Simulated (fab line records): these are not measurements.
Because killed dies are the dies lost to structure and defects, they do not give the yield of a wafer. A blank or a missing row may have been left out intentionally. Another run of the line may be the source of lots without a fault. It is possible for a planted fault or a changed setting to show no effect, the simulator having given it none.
Chamber matching / flow n5_finfet / 4 sister chambers for N5_BEOL_M7_VIA_ETCH_34 on rie_diel-01
The step etches SiCOH lowk in C4F6/O2, target depth 125.5 nm, time 50.5 s. 18 wafers are shown with their chamber, then 9 later ones without.

## WAFERS, EACH WITH ITS CHAMBER
wafer=L713.1; chamber=1; drypump_motor_current_A (A)=5.7; rf_vpp_V (V)=654; throttle_valve_pct (%)=20.96
wafer=L713.5; chamber=2; drypump_motor_current_A (A)=5.6; rf_vpp_V (V)=659; throttle_valve_pct (%)=20.76
wafer=L713.6; chamber=3; drypump_motor_current_A (A)=6.3; rf_vpp_V (V)=620; throttle_valve_pct (%)=20.86
wafer=L715.3; chamber=0; drypump_motor_current_A (A)=6.0; rf_vpp_V (V)=687; throttle_valve_pct (%)=21.00
wafer=L715.4; chamber=3; drypump_motor_current_A (A)=6.3; rf_vpp_V (V)=622; throttle_valve_pct (%)=20.88
wafer=L715.5; chamber=2; drypump_motor_current_A (A)=5.7; rf_vpp_V (V)=661; throttle_valve_pct (%)=20.79
wafer=L717.3; chamber=0; drypump_motor_current_A (A)=6.0; rf_vpp_V (V)=685; throttle_valve_pct (%)=21.00
wafer=L717.5; chamber=0; drypump_motor_current_A (A)=6.0; rf_vpp_V (V)=686; throttle_valve_pct (%)=20.98
wafer=L717.6; chamber=2; drypump_motor_current_A (A)=5.6; rf_vpp_V (V)=660; throttle_valve_pct (%)=20.78
wafer=L725.4; chamber=3; drypump_motor_current_A (A)=6.4; rf_vpp_V (V)=619; throttle_valve_pct (%)=20.90
wafer=L725.5; chamber=2; drypump_motor_current_A (A)=5.6; rf_vpp_V (V)=660; throttle_valve_pct (%)=20.81
wafer=L725.6; chamber=1; drypump_motor_current_A (A)=5.7; rf_vpp_V (V)=666; throttle_valve_pct (%)=20.61
wafer=L727.1; chamber=1; drypump_motor_current_A (A)=5.7; rf_vpp_V (V)=666; throttle_valve_pct (%)=20.58
wafer=L727.2; chamber=2; drypump_motor_current_A (A)=5.6; rf_vpp_V (V)=660; throttle_valve_pct (%)=20.81
wafer=L727.3; chamber=3; drypump_motor_current_A (A)=6.3; rf_vpp_V (V)=618; throttle_valve_pct (%)=20.88
wafer=L728.2; chamber=0; drypump_motor_current_A (A)=6.0; rf_vpp_V (V)=685; throttle_valve_pct (%)=21.02
wafer=L728.4; chamber=2; drypump_motor_current_A (A)=5.6; rf_vpp_V (V)=661; throttle_valve_pct (%)=20.81
wafer=L728.5; chamber=2; drypump_motor_current_A (A)=5.6; rf_vpp_V (V)=659; throttle_valve_pct (%)=20.81

SIGNATURES (means of the wafers above)
reading=drypump_motor_current_A; chamber 0=6.000; chamber 1=5.700; chamber 2=5.614; chamber 3=6.325; scatter within a chamber=0.0339
reading=rf_vpp_V; chamber 0=685.75; chamber 1=662.00; chamber 2=660.00; chamber 3=619.75; scatter within a chamber=2.82
reading=throttle_valve_pct; chamber 0=21.0000; chamber 1=20.7167; chamber 2=20.7957; chamber 3=20.8800; scatter within a chamber=0.0816
Rule: for each reading, subtract the chamber's mean from the wafer's reading, divide by that reading's scatter and square the result; add these up over the readings and take the root, which gives the wafer's distance from the chamber. The wafer belongs to the nearest chamber; if the next one is less than 2 further off, it can't be placed. The scatter is the square root of a quotient: the sum, over the shown wafers, of each reading's squared deviation from its chamber's mean, divided by wafers minus chambers.

## WAFERS WITHOUT THEIR CHAMBER
wafer=L729.1; drypump_motor_current_A (A)=6.4; rf_vpp_V (V)=619; throttle_valve_pct (%)=20.90
wafer=L729.4; drypump_motor_current_A (A)=5.7; rf_vpp_V (V)=664; throttle_valve_pct (%)=20.64
wafer=L729.5; drypump_motor_current_A (A)=6.3; rf_vpp_V (V)=619; throttle_valve_pct (%)=20.90
wafer=L732.3; drypump_motor_current_A (A)=5.6; rf_vpp_V (V)=660; throttle_valve_pct (%)=20.81
wafer=L732.4; drypump_motor_current_A (A)=6.3; rf_vpp_V (V)=620; throttle_valve_pct (%)=20.90
wafer=L732.5; drypump_motor_current_A (A)=5.7; rf_vpp_V (V)=665; throttle_valve_pct (%)=20.61
wafer=L730.2; drypump_motor_current_A (A)=5.7; rf_vpp_V (V)=666; throttle_valve_pct (%)=20.62
wafer=L730.5; drypump_motor_current_A (A)=5.6; rf_vpp_V (V)=659; throttle_valve_pct (%)=20.82
wafer=L730.6; drypump_motor_current_A (A)=6.3; rf_vpp_V (V)=620; throttle_valve_pct (%)=20.90

## WHICH CHAMBER EACH ONE RAN IN
wafer=L729.1; from the rows above=3; in truth=3
wafer=L729.4; from the rows above=1; in truth=1
wafer=L729.5; from the rows above=3; in truth=3
wafer=L732.3; from the rows above=2; in truth=2
wafer=L732.4; from the rows above=3; in truth=3
wafer=L732.5; from the rows above=1; in truth=1
wafer=L730.2; from the rows above=1; in truth=1
wafer=L730.5; from the rows above=2; in truth=2
wafer=L730.6; from the rows above=3; in truth=3
Correctly placed: 9 of 9. Not placeable from these rows: 0. Number placed wrongly: 0.
